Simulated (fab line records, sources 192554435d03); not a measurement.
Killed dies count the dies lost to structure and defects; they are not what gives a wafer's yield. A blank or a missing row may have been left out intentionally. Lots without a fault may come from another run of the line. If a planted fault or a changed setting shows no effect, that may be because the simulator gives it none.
fab line records -- flow n5-finfet
record lots=6, wafers=16, last-day=16
route steps=1938 shown BEOL_M2@848 BEOL_M4@1111 PASSIVATION@1936
lots that met no fault: from a run of the same line without faults
start-h: the number of hours between the record's first day and the start of the first shown wafer of the lot -- wait-h: time in hours since the lot's previous step -- " repeats the value in the row above -- L1.1+2: several wafers, shown together as one row -- - no value, or no start given -- * or withheld: withheld -- < > ~ a bound
route shown NAME@n: NAME is a module with steps in the file, n the number in the route of the first one -- usual: mean/standard deviation of fault-free wafers -- same: alike in all rows -- chamber/n: place in a boat -- sites: each site's reading -- _std_site: their standard deviation -- _edge_site: mean of outer sites minus mean of inner sites -- radius-mm: how far each site lies from the wafer's centre -- mask NAME#n: copy n -- behind: tool/chamber where the wafer was last shaped -- hold: cause of the lot's hold/its duration in hours/its outcome -- device: the transistor (n, p or np) that didn't switch -- end of line: tests of these same wafers at the route's end -- where a step has no rows: the recipe by itself -- killed: not the wafer's yield, but the dies lost to structure and defects at the first sort -- map: a wafer's dies, x killed, . not, _ none there
set.NAME: setting as actually run; set.NAME@STEP: the setting as run at that earlier step -- model.NAME: the simulator's own value behind a step, which no gauge read
a table for each step, a row for each wafer; lots at some steps of the route
services: a tool's chamber out of use, with start hour (start-h, from the record's first day; less than 0 if before it), hours out, and reason
## steps
# step N5_BEOL_M2_COAT_05
# recipe resist=CAR-EUV, spin-rpm=1500, resist-thk-nm=30
# step N5_BEOL_M2_EBR_07
# recipe solvent=PGMEA, ebr-width-mm=1.5
# step N5_BEOL_M2_SOFTBAKE_06
# recipe temp-c=110, time-s=60, resist=CAR-EUV
# step N5_BEOL_M2_EXPOSE_08
# recipe mask-id=M2, na=0.33, source-shape=dipole, sigma-inner=0.369, sigma-outer=0.767, polarization=unpolarized, dose-mj=41.25
# step N5_BEOL_M2_PEB_09
# recipe peb-temp-c=100, peb-time-s=60, resist=CAR-EUV
# step N5_BEOL_M2_DEVELOP_10
# recipe develop-time-s=30, developer=TMAH, resist=CAR-EUV, rinse-liquid=surfactant-rinse, dry=air-spin, dev-temp-c=23
# step N5_BEOL_M2_CD_MEAS_11
# recipe target-cd-nm=16.79, landing-energy-ev=500, detector=se-inlens, polarity=opening
# usual cd-nm=16.85/0.24
lot.wafer,tool,chamber,start-h,wait-h,cd-nm
L472.2,cd-sem-02,0,162.20,-,16.44
L472.3,cd-sem-02,0,162.20,-,16.59
L472.5,cd-sem-02,0,162.20,-,16.84
L475.2,cd-sem-02,0,175.62,-,17.24
L475.3,cd-sem-02,0,175.62,-,16.88
L475.5,cd-sem-02,0,175.62,-,16.94
L480.3,cd-sem-01,0,218.19,-,17.06
L480.5,cd-sem-01,0,218.19,-,17.35
L481.3,cd-sem-03,0,226.56,-,16.59
L481.6,cd-sem-03,0,226.56,-,16.80
L485.2,cd-sem-02,0,242.88,-,16.92
L485.3,cd-sem-02,0,242.88,-,16.94
L485.5,cd-sem-02,0,242.88,-,16.75
L487.1,cd-sem-01,0,252.94,-,16.75
L487.5,cd-sem-01,0,252.94,-,17.15
L487.6,cd-sem-01,0,252.94,-,16.89
# step N5_BEOL_M2_OVL_MEAS_12
# recipe points-per-wafer=522
# usual M2_OVL=0.1/0.62
lot.wafer,tool,chamber,start-h,wait-h,M2_OVL[nm]
L472.2,overlay-01,0,162.24,0.0,0.3
L472.3,overlay-01,0,162.24,0.0,0.4
L472.5,overlay-01,0,162.24,0.0,0.3
L475.2,overlay-01,0,175.66,0.0,-0.5
L475.3,overlay-01,0,175.66,0.0,-0.3
L475.5,overlay-01,0,175.66,0.0,-0.7
L480.3,overlay-01,0,218.23,0.0,-0.6
L480.5,overlay-01,0,218.23,0.0,0.4
L481.3,overlay-01,0,226.60,0.0,-0.5
L481.6,overlay-01,0,226.60,0.0,0.3
L485.2,overlay-02,0,242.92,0.0,0.0
L485.3,overlay-02,0,242.92,0.0,1.3
L485.5,overlay-02,0,242.92,0.0,-0.3
L487.1,overlay-01,0,252.97,0.0,-0.7
L487.5,overlay-01,0,252.97,0.0,-1.4
L487.6,overlay-01,0,252.97,0.0,-0.3
# step N5_BEOL_M2_INSPECT_13
# recipe mode=adi, inspect-instrument=brightfield
# usual raw-defect-count=403/100
lot.wafer,tool,chamber,start-h,wait-h,raw-defect-count
L472.2,defect-inspect-01,-,162.29,0.0,244
L472.3,defect-inspect-01,-,162.29,0.0,323
L472.5,defect-inspect-01,-,162.29,0.0,309
L475.2,defect-inspect-01,-,175.71,0.0,304
L475.3,defect-inspect-01,-,175.71,0.0,379
L475.5,defect-inspect-01,-,175.71,0.0,441
L480.3,defect-inspect-02,-,218.28,0.0,445
L480.5,defect-inspect-02,-,218.28,0.0,373
L481.3,defect-inspect-02,-,226.65,0.0,565
L481.6,defect-inspect-02,-,226.65,0.0,448
L485.2,defect-inspect-01,-,242.97,0.0,391
L485.3,defect-inspect-01,-,242.97,0.0,338
L485.5,defect-inspect-01,-,242.97,0.0,478
L487.1,defect-inspect-01,-,253.03,0.1,246
L487.5,defect-inspect-01,-,253.03,0.1,335
L487.6,defect-inspect-01,-,253.03,0.1,318
# step N5_BEOL_M2_DESCUM_16
# recipe chemistry=O2, time-s=7, source-power-w=50, bias-power-w=20, pressure-mtorr=20, rf-frequency-hz=2.712e+07, temp-c=40, resist=CAR-EUV, o2-flow-sccm=225
# usual drypump-motor-current-A=5.9/0.5, oes-product-au=0.79/0.078, rf-vpp-V=242.9/1.3, showerhead-plenum-p-Torr=2.09/0.072, throttle-valve-pct=20.45/0.23
# same time-s=7
lot.wafer,tool,chamber,start-h,wait-h,drypump-motor-current-A,oes-product-au,rf-hours-counter-h,rf-vpp-V,showerhead-plenum-p-Torr,throttle-valve-pct
L472.2,rie-diel-06,3,162.32,0.0,4.9,0.81,85,244.6,2.11,20.48
L472.3,rie-diel-06,1,162.32,0.0,5.7,0.74,135,244.5,2.19,20.83
L472.5,rie-diel-06,3,162.32,0.0,4.9,0.82,-,243.6,2.11,20.49
L475.2,rie-diel-02,2,175.75,0.0,6.5,0.83,87,244.1,2.10,20.50
L475.3,rie-diel-02,0,175.75,0.0,5.3,0.89,30,242.2,2.05,19.99
L475.5,rie-diel-02,0,175.75,0.0,5.2,0.89,-,243.7,2.05,19.98
L480.3,rie-diel-06,0,218.31,0.0,6.8,0.77,124,241.9,2.00,20.07
L480.5,rie-diel-06,0,218.31,0.0,6.8,0.77,-,242.0,2.00,20.05
L481.3,rie-diel-06,0,226.87,0.2,6.9,0.77,126,242.7,2.00,20.07
L481.6,rie-diel-06,0,226.87,0.2,6.9,0.78,-,242.2,2.00,20.07
L485.2,rie-diel-04,3,243.03,0.1,6.0,0.81,84,245.7,2.21,20.35
L485.3,rie-diel-04,1,243.03,0.1,5.9,0.90,26,243.4,2.04,20.36
L485.5,rie-diel-04,0,243.03,0.1,6.5,0.93,-,242.3,2.06,20.30
L487.1,rie-diel-02,0,253.83,0.8,5.3,0.85,52,242.5,2.04,20.01
L487.5,rie-diel-02,0,253.83,0.8,5.2,0.86,-,242.9,2.04,20.01
L487.6,rie-diel-02,1,253.83,0.8,5.5,0.68,-,244.0,2.15,20.70
# step N5_BEOL_M2_ETCH_74
# recipe chemistry=N2/H2, target=underlayer, target-depth-a=65, mask-material=CAR-EUV, time-s=5.2, ion-energy-ev=200, pressure-mtorr=30, source-w=840, bias-w=150, n2-flow-sccm=200, h2-flow-sccm=200, ends=cleared
# usual drypump-motor-current-A=5.9/0.5, etch-rf-on-time-s=5.16/0.087, oes-product-au=0.68/0.069, rf-vpp-V=523.8/2.5, showerhead-plenum-p-Torr=2.54/0.087, throttle-valve-pct=17.89/0.24
lot.wafer,tool,chamber,start-h,wait-h,drypump-motor-current-A,etch-rf-on-time-s,oes-product-au,rf-hours-counter-h,rf-vpp-V,showerhead-plenum-p-Torr,throttle-valve-pct
L472.2,rie-diel-06,3,162.36,0.0,4.9,5.15,0.69,85,524.9,2.58,18.06
L472.3,rie-diel-06,1,162.36,0.0,5.7,5.16,0.64,135,524.3,2.66,18.23
L472.5,rie-diel-06,3,162.36,0.0,4.9,5.13,0.69,-,523.7,2.58,18.06
L475.2,rie-diel-02,2,175.78,0.0,6.5,5.12,0.71,87,524.0,2.57,17.98
L475.3,rie-diel-02,0,175.78,0.0,5.3,5.05,0.75,30,523.7,2.49,17.55
L475.5,rie-diel-02,0,175.78,0.0,5.3,5.04,0.75,-,522.3,2.49,17.54
L480.3,rie-diel-06,0,218.35,0.0,6.8,5.32,0.65,124,520.6,2.45,17.54
L480.5,rie-diel-06,0,218.35,0.0,6.8,5.31,0.66,-,520.6,2.45,17.55
L481.3,rie-diel-06,0,226.91,0.0,6.8,5.29,0.66,126,521.8,2.45,17.56
L481.6,rie-diel-06,0,226.91,0.0,6.8,5.32,0.65,-,521.3,2.45,17.59
L485.2,rie-diel-04,3,243.06,0.0,6.0,5.17,0.70,84,527.2,2.68,17.78
L485.3,rie-diel-04,1,243.06,0.0,5.9,5.09,0.80,26,521.8,2.49,17.75
L485.5,rie-diel-04,0,243.06,0.0,6.5,5.02,0.79,-,522.4,2.49,17.58
L487.1,rie-diel-02,0,253.86,0.0,5.2,5.13,0.72,52,524.1,2.48,17.57
L487.5,rie-diel-02,0,253.86,0.0,5.2,5.12,0.71,-,521.4,2.48,17.57
L487.6,rie-diel-02,1,253.86,0.0,5.5,5.23,0.59,-,527.1,2.62,18.20
# step N5_BEOL_M2_ETCH_63
# recipe chemistry=CF4, target=SiARC, target-depth-a=156, mask-material=CAR-EUV, time-s=26, ion-energy-ev=80, pressure-mtorr=40, source-w=545, bias-w=36, Ar_flow_sccm=100, cf4-flow-sccm=100, ends=cleared
# usual drypump-motor-current-A=5.9/0.5, etch-rf-on-time-s=26.0/0.41, oes-product-au=0.68/0.068, rf-vpp-V=183.9/1.2, showerhead-plenum-p-Torr=2.14/0.069, throttle-valve-pct=15.61/0.22
lot.wafer,tool,chamber,start-h,wait-h,drypump-motor-current-A,etch-rf-on-time-s,oes-product-au,rf-hours-counter-h,rf-vpp-V,showerhead-plenum-p-Torr,throttle-valve-pct
L472.2,rie-diel-06,3,162.37,0.0,4.9,25.5,0.69,85,185.0,2.16,15.61
L472.3,rie-diel-06,1,162.37,0.0,5.7,26.2,0.64,135,183.7,2.22,15.90
L472.5,rie-diel-06,3,162.37,0.0,5.0,25.9,0.69,-,182.4,2.16,15.63
L475.2,rie-diel-02,2,175.80,0.0,6.4,25.5,0.71,87,184.8,2.16,15.69
L475.3,rie-diel-02,0,175.80,0.0,5.2,25.3,0.75,30,183.1,2.09,15.07
L475.5,rie-diel-02,0,175.80,0.0,5.3,25.4,0.76,-,184.1,2.09,15.08
L480.3,rie-diel-06,0,218.36,0.0,6.8,26.2,0.66,124,183.2,2.07,15.41
L480.5,rie-diel-06,0,218.36,0.0,6.8,26.2,0.66,-,182.7,2.07,15.39
L481.3,rie-diel-06,0,226.93,0.0,6.9,26.3,0.66,126,183.6,2.06,15.40
L481.6,rie-diel-06,0,226.93,0.0,6.8,26.4,0.65,-,184.0,2.06,15.39
L485.2,rie-diel-04,3,243.08,0.0,6.0,26.1,0.69,84,185.4,2.25,15.51
L485.3,rie-diel-04,1,243.08,0.0,6.0,25.6,0.78,26,182.4,2.09,15.47
L485.5,rie-diel-04,0,243.08,0.0,6.5,25.2,0.80,-,184.6,2.11,15.40
L487.1,rie-diel-02,0,253.88,0.0,5.2,25.4,0.73,52,183.2,2.08,15.12
L487.5,rie-diel-02,0,253.88,0.0,5.3,25.5,0.73,-,183.4,2.08,15.13
L487.6,rie-diel-02,1,253.88,0.0,5.4,26.3,0.58,-,184.9,2.20,15.91
# step N5_BEOL_M2_ETCH_64
# recipe chemistry=N2/H2, target=SOC, target-depth-a=750, overetch-a=225, mask-material=SiARC, temp-c=40, time-s=121.9, ion-energy-ev=200, pressure-mtorr=30, source-w=840, bias-w=150, n2-flow-sccm=200, h2-flow-sccm=200
# usual drypump-motor-current-A=5.9/0.5, oes-product-au=0.60/0.056, rf-vpp-V=523.9/2.4, showerhead-plenum-p-Torr=2.54/0.087, throttle-valve-pct=17.84/0.24
lot.wafer,tool,chamber,start-h,wait-h,drypump-motor-current-A,oes-product-au,rf-hours-counter-h,rf-vpp-V,showerhead-plenum-p-Torr,throttle-valve-pct,model.SiARC_of_BEOL_M2_COAT_62.thk-nm,model.BEOL_M2.cd-offset-nm
L472.2,rie-diel-06,3,162.40,0.0,4.9,0.62,85,523.9,2.58,17.99,6.2,-0.2
L472.3,rie-diel-06,1,162.40,0.0,5.7,0.57,135,526.4,2.66,18.19,6.4,0.2
L472.5,rie-diel-06,3,162.40,0.0,4.9,0.61,-,524.6,2.58,18.01,6.2,0
L475.2,rie-diel-02,2,175.83,0.0,6.5,0.62,87,523.5,2.57,17.94,6.2,-0.2
L475.3,rie-diel-02,0,175.83,0.0,5.3,0.66,30,523.8,2.49,17.49,6.2,0.4
L475.5,rie-diel-02,0,175.83,0.0,5.2,0.67,-,523.3,2.49,17.49,6,0.2
L480.3,rie-diel-06,0,218.39,0.0,6.9,0.53,124,520.6,2.45,17.51,5,1
L480.5,rie-diel-06,0,218.39,0.0,6.9,0.59,-,520.9,2.45,17.52,6.4,0.2
L481.3,rie-diel-06,0,226.95,0.0,6.9,0.53,126,521.5,2.45,17.52,4.8,0.8
L481.6,rie-diel-06,0,226.95,0.0,6.8,0.58,-,521.6,2.45,17.51,6.4,0.2
L485.2,rie-diel-04,3,243.11,0.0,6.1,0.61,84,528.3,2.68,17.72,6.2,0.2
L485.3,rie-diel-04,1,243.11,0.0,5.9,0.68,26,522.0,2.49,17.71,6.2,0.2
L485.5,rie-diel-04,0,243.11,0.0,6.5,0.70,-,522.1,2.49,17.51,6.2,0.2
L487.1,rie-diel-02,0,253.91,0.0,5.3,0.64,52,522.1,2.48,17.53,6.2,0.2
L487.5,rie-diel-02,0,253.91,0.0,5.2,0.64,-,520.7,2.48,17.54,6.2,0
L487.6,rie-diel-02,1,253.91,0.0,5.5,0.53,-,526.9,2.62,18.17,6.2,0
# step N5_BEOL_M2_STRIP_65
# recipe chemistry=N2/H2, temp-c=40, n2-flow-sccm=200, h2-flow-sccm=200, rf-frequency-hz=6e+07
# step N5_BEOL_M2_STRIP_75
# recipe chemistry=N2/H2, temp-c=40, n2-flow-sccm=200, h2-flow-sccm=200, rf-frequency-hz=6e+07
# step N5_BEOL_M2_STRIP_66
# recipe chemistry=CF4, resist=SiARC, power-w=300, bias-power-w=75, pressure-mtorr=50, cf4-flow-sccm=150, rf-frequency-hz=6e+07
# usual drypump-motor-current-A=5.9/0.5, oes-product-au=0.78/0.073, rf-vpp-V=271.1/1.5, showerhead-plenum-p-Torr=1.79/0.057, throttle-valve-pct=13.58/0.23
lot.wafer,tool,chamber,start-h,wait-h,drypump-motor-current-A,oes-product-au,rf-hours-counter-h,rf-vpp-V,showerhead-plenum-p-Torr,throttle-valve-pct
L472.2,rie-diel-06,3,162.53,0.0,5.0,0.80,85,270.8,1.81,13.59
L472.3,rie-diel-06,1,162.53,0.0,5.7,0.74,135,273.5,1.86,13.83
L472.5,rie-diel-06,3,162.53,0.0,4.9,0.80,-,272.2,1.81,13.56
L475.2,rie-diel-02,2,175.96,0.0,6.5,0.81,87,271.7,1.80,13.64
L475.3,rie-diel-02,0,175.96,0.0,5.3,0.86,30,271.0,1.75,13.05
L475.5,rie-diel-02,0,175.96,0.0,5.2,0.86,-,272.2,1.75,13.04
L480.3,rie-diel-06,0,218.53,0.0,6.9,0.76,124,269.0,1.74,13.39
L480.5,rie-diel-06,0,218.53,0.0,6.8,0.76,-,269.3,1.74,13.42
L481.3,rie-diel-06,0,227.09,0.0,6.9,0.76,126,270.1,1.74,13.43
L481.6,rie-diel-06,0,227.09,0.0,6.8,0.76,-,270.2,1.74,13.42
L485.2,rie-diel-04,3,243.24,0.0,6.0,0.80,84,273.9,1.89,13.48
L485.3,rie-diel-04,1,243.24,0.0,6.0,0.89,26,269.8,1.76,13.42
L485.5,rie-diel-04,0,243.24,0.0,6.5,0.91,-,270.5,1.77,13.34
L487.1,rie-diel-02,0,254.04,0.0,5.3,0.82,52,269.9,1.75,13.08
L487.5,rie-diel-02,0,254.04,0.0,5.2,0.83,-,272.1,1.75,13.09
L487.6,rie-diel-02,1,254.04,0.0,5.5,0.67,-,272.2,1.84,13.91
# step N5_BEOL_M2_HM_OPEN_17
# recipe chemistry=Cl2/BCl3, target-depth-a=200, overetch-a=60, target=TiN, mask-material=SOC, ion-energy-ev=150, pressure-mtorr=10, icp-w=1000, bias-w=126, Cl2_flow_sccm=53.25, bcl3-flow-sccm=21.75, Ar_flow_sccm=25
# usual bcl3-flow-sccm=21.76/0.065, drypump-motor-current-A=5.9/0.39, oes-product-au=0.68/0.074, throttle-valve-pct=22.15/0.12
lot.wafer,tool,chamber,start-h,wait-h,bcl3-flow-sccm,drypump-motor-current-A,oes-product-au,rf-hours-counter-h,throttle-valve-pct,model.etch.depth-nm,model.BEOL_M2.cd-offset-nm
L472.2,rie-metal-02,0,162.58,0.0,21.77,6.2,0.70,22,22.30,19.88,-0.2
L472.3,rie-metal-02,1,162.58,0.0,21.80,6.0,0.69,-,22.02,20.17,0
L472.5,rie-metal-02,1,162.58,0.0,21.76,6.0,0.69,-,22.04,20.08,0
L475.2,rie-metal-02,0,176.00,0.0,21.69,6.1,0.71,24,22.29,19.91,-0.2
L475.3,rie-metal-02,1,176.00,0.0,21.82,6.0,0.70,-,22.04,20.16,0.4
L475.5,rie-metal-02,1,176.00,0.0,21.82,6.1,0.69,-,22.05,20.06,0.2
L480.3,rie-metal-01,0,218.60,0.1,21.77,6.2,0.55,-,22.10,16.64,1.2
L480.5,rie-metal-01,0,218.60,0.1,21.80,6.2,0.60,-,22.00,19.9,0.4
L481.3,rie-metal-01,1,227.16,0.1,21.63,5.4,0.76,-,22.15,17.23,0.8
L481.6,rie-metal-01,1,227.16,0.1,21.60,5.4,0.82,-,22.04,20.28,0.2
L485.2,rie-metal-02,0,243.28,0.0,21.76,6.2,0.69,30,22.33,19.69,0
L485.3,rie-metal-02,0,243.28,0.0,21.83,6.2,0.69,-,22.33,19.86,0.2
L485.5,rie-metal-02,1,243.28,0.0,21.78,6.0,0.68,-,22.06,20.09,0.4
L487.1,rie-metal-02,1,254.08,0.0,21.82,6.0,0.68,34,22.06,20.36,0.2
L487.5,rie-metal-02,1,254.08,0.0,21.72,6.0,0.67,-,22.05,20.05,0
L487.6,rie-metal-02,0,254.08,0.0,21.72,6.2,0.68,-,22.31,20.23,0
# step N5_BEOL_M2_STRIP_19
# recipe chemistry=O2, power-w=400, temp-c=40, pressure-mtorr=30, rf-frequency-hz=6e+07, bias-power-w=0, overash-fraction=0.2, o2-flow-sccm=225
# usual drypump-motor-current-A=5.7/0.57, oes-product-au=0.78/0.079, rf-vpp-V=3.6/0.48, showerhead-plenum-p-Torr=2.09/0.061, throttle-valve-pct=16.7/0.3
lot.wafer,tool,chamber,start-h,wait-h,drypump-motor-current-A,oes-product-au,rf-hours-counter-h,rf-vpp-V,showerhead-plenum-p-Torr,throttle-valve-pct
L472.2,rie-diel-02,1,162.69,0.1,5.5,0.70,210,3.4,2.17,16.9
L472.3,rie-diel-02,3,162.69,0.1,5.1,0.67,223,3.6,2.07,17.1
L472.5,rie-diel-02,0,162.69,0.1,5.2,0.91,-,3.6,2.06,16.2
L475.2,rie-diel-06,0,176.11,0.1,6.8,0.79,107,4.5,2.01,16.3
L475.3,rie-diel-06,1,176.11,0.1,5.7,0.75,141,4.3,2.20,17.1
L475.5,rie-diel-06,1,176.11,0.1,5.7,0.75,-,3.5,2.20,17.1
L480.3,rie-diel-02,0,218.68,0.1,5.3,0.86,38,4.3,2.05,16.2
L480.5,rie-diel-02,2,218.68,0.1,6.5,0.82,-,3.1,2.11,16.8
L481.3,rie-diel-02,2,227.24,0.1,6.5,0.82,99,3.5,2.11,16.8
L481.6,rie-diel-02,1,227.24,0.1,5.5,0.70,-,3.4,2.16,16.9
L485.2,rie-diel-02,2,243.46,0.1,6.5,0.80,106,3.2,2.10,16.8
L485.3,rie-diel-02,1,243.46,0.1,5.5,0.69,232,3.9,2.16,17.0
L485.5,rie-diel-02,0,243.46,0.1,5.3,0.86,-,3.7,2.05,16.3
L487.1,rie-diel-06,1,254.38,0.3,5.7,0.73,168,4.5,2.19,17.1
L487.5,rie-diel-06,2,254.38,0.3,6.0,0.71,-,4.3,2.00,16.6
L487.6,rie-diel-06,3,254.38,0.3,4.9,0.78,-,4.0,2.10,16.8
# step N5_BEOL_M2_CD_MEAS_18
# recipe pitch-nm=36, target-cd-nm=18
# usual cd-nm=18.00/0.26
lot.wafer,tool,chamber,start-h,wait-h,cd-nm
L472.2,cd-sem-01,-,162.76,0.1,17.88
L472.3,cd-sem-01,-,162.76,0.1,17.98
L472.5,cd-sem-01,-,162.76,0.1,17.97
L475.2,cd-sem-03,-,176.18,0.1,17.82
L475.3,cd-sem-03,-,176.18,0.1,18.41
L475.5,cd-sem-03,-,176.18,0.1,18.05
L480.3,cd-sem-02,-,218.76,0.1,19.15
L480.5,cd-sem-02,-,218.76,0.1,18.16
L481.3,cd-sem-02,-,227.31,0.1,19.01
L481.6,cd-sem-02,-,227.31,0.1,18.57
L485.2,cd-sem-01,-,243.53,0.1,18.09
L485.3,cd-sem-01,-,243.53,0.1,18.56
L485.5,cd-sem-01,-,243.53,0.1,17.96
L487.1,cd-sem-02,-,254.45,0.0,18.13
L487.5,cd-sem-02,-,254.45,0.0,17.99
L487.6,cd-sem-02,-,254.45,0.0,18.32
# step N5_BEOL_M2_COAT_67
# recipe resist=SOC, temp-c=250, time-s=60, spin-rpm=1500, resist-thk-nm=60
# step N5_BEOL_M4_RC_MEAS_101
# usual DIBL_N=36.3/1, DIBL_P=36.2/1.4, IOFF_N=0.157/0.021, IOFF_P=0.206/0.025, ION_N=673/9, ION_P=461/6.4, SS_N=71.5/0.5, SS_P=73.2/0.47, VT_N=249.9/2.4, VT_P=-250.6/2.9
lot.wafer,tool,chamber,start-h,wait-h,DIBL_N[mV/V],DIBL_P[mV/V],IOFF_N[nA/um],IOFF_P[nA/um],ION_N[uA/um],ION_P[uA/um],SS_N[mV/dec],SS_P[mV/dec],VT_N[mV],VT_P[mV]
L472.2,prober-02,0,199.80,0.2,36.6,37.1,0.158,0.208,670,457,71.3,73.6,251.4,-251.3
L472.3,prober-02,0,199.80,0.2,34.5,34.7,0.138,0.184,673,465,71.1,73.2,250.4,-249.8
L472.5,prober-02,0,199.80,0.2,36.5,37.6,0.159,0.216,663,454,71.3,73.7,252.1,-251.2
L475.2,prober-02,0,206.60,0.2,35.1,34.1,0.125,0.161,655,444,71.0,72.9,256.7,-255.4
L475.3,prober-02,0,206.60,0.2,37.0,36.5,0.158,0.193,686,465,71.8,73.1,249.2,-253.4
L475.5,prober-02,0,206.60,0.2,37.7,36.6,0.166,0.201,666,456,71.8,73.0,249.7,-252.3
L480.3,prober-01,0,247.49,0.3,36.0,35.7,0.155,0.204,667,454,71.0,73.5,251.8,-250.8
L480.5,prober-01,0,247.49,0.3,35.3,35.0,0.152,0.201,661,454,71.4,73.1,254.8,-248.4
L481.3,prober-01,0,252.11,0.3,36.8,36.7,0.202,0.271,687,475,71.7,72.9,243.5,-244.8
L481.6,prober-01,0,252.11,0.3,38.6,38.3,0.231,0.281,700,475,72.1,73.8,243.9,-246.2
L485.2,prober-01,0,271.26,0.2,36.2,35.9,0.151,0.209,676,466,71.1,72.9,249.4,-249.9
L485.3,prober-01,0,271.26,0.2,36.5,36.0,0.153,0.212,676,463,71.5,72.7,250.3,-248.4
L485.5,prober-01,0,271.26,0.2,36.6,36.2,0.152,0.218,670,466,71.2,73.3,250.0,-247.1
L487.1,prober-01,0,287.14,0.7,35.0,35.7,0.142,0.211,672,465,71.1,73.6,251.9,-249.7
L487.5,prober-01,0,287.14,0.7,34.8,34.8,0.135,0.197,663,460,71.2,72.9,253.0,-250.3
L487.6,prober-01,0,287.14,0.7,34.8,35.1,0.132,0.201,666,462,71.5,73.0,251.2,-251.1
# step N5_PASSIVATION_PROBE_49
# usual defect-limited-yield=91.1/1.3, killed_at_M0_to_M3=36/10, killed_at_M4_up=14/4.4, killed-at-contacts=14/5.7, killed-at-front-end=39/9.4, killed-at-other=2.9/2.6, killed-dies=105/15, killed-on-rim=14/3.5, killed-open=70/12, killed-short=34/7.1, sort_bin_5_function=5.3/0.77, sort_bin_6_memory=3.3/0.66, sort-n-pass=1075/15, sort-yield-pct=91.1/1.3
# same gross-dies=1180, killed-at-back-side=0, sort_bin_4_leakage[%]=0, sort_bin_8_speed[%]=0
lot.wafer,tool,chamber,start-h,wait-h,defect-limited-yield[%],killed_at_M0_to_M3,killed_at_M4_up,killed-at-contacts,killed-at-front-end,killed-at-other,killed-dies,killed-on-rim,killed-open,killed-short,sort_bin_5_function[%],sort_bin_6_memory[%],sort-n-pass,sort-yield-pct[%]
L475.5,prober-02,-,317.08,0.2,93.7,31,4,6,24,9,74,11,46,26,3.6,2.1,1106,93.7
# killed by level:class
L475.5 STI_FIN_REVEAL:geometric-particle:open=7 MOL_CONTACT_COAG:geometric-particle:open=6 BEOL_M0_SAQP:geometric-particle:open=6 BEOL_M3:geometric-particle:open=6 FIN_SAQP:geometric-particle:short=5 BEOL_M0_SAQP:geometric-particle:short=4 BEOL_M0:geometric-particle:open=4 PAD_METAL:geometric-particle:short=4
## services
tool,chamber,start-h,hours,kind
rie-diel-04,1,151.30,-,clean
rie-diel-04,1,151.30,-,consumable-replace:focus-ring
rie-diel-04,1,151.30,20.6,scheduled-down
rie-diel-04,1,151.30,20.6,vent-cycle
rie-diel-06,2,154.30,2.7,repair
rie-metal-01,-,175.05,14.6,pm
rie-diel-02,-,187.98,14.6,pm
rie-metal-01,1,189.65,-,clean
rie-metal-01,1,189.65,15.7,scheduled-down
rie-metal-01,1,189.65,15.7,vent-cycle
rie-diel-04,0,191.11,-,clean
rie-diel-04,0,191.11,-,consumable-replace:focus-ring
rie-diel-04,0,191.11,17.0,scheduled-down
rie-diel-04,0,191.11,17.0,vent-cycle
rie-diel-04,1,209.25,5.5,repair
rie-diel-04,0,234.06,1.5,repair
rie-metal-01,-,248.80,28.1,pm
rie-diel-02,3,252.44,-,clean
rie-diel-02,3,252.44,-,consumable-replace:focus-ring
rie-diel-02,3,252.44,23.4,scheduled-down
rie-diel-02,3,252.44,23.4,vent-cycle
## key
first-sign step=N5_BEOL_M2_CD_MEAS_18, reading=cd-nm, direction=up, sigmas=4.3, usual=18.00, struck=19.08
effect none on later readings
model-effect step=N5_BEOL_M2_ETCH_64, value=SiARC_of_BEOL_M2_COAT_62.thk-nm, without=6.4, struck=4.9
model-effect step=N5_BEOL_M2_HM_OPEN_17, value=etch.depth-nm, without=20.01, struck=16.93
met-at N5_BEOL_M2_ETCH_64
struck-wafers L480.3,L481.3
onset-between 162.40 218.39
fault kind=process-parameter-drift, tool=rie-diel-06, chamber=-, onset-h=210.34, steps=N5_BEOL_M2_ETCH_64, channel=time-s, offset=*, shape=step, end-h=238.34, scope=struck-wafers-only, acts-in=*, stated=*
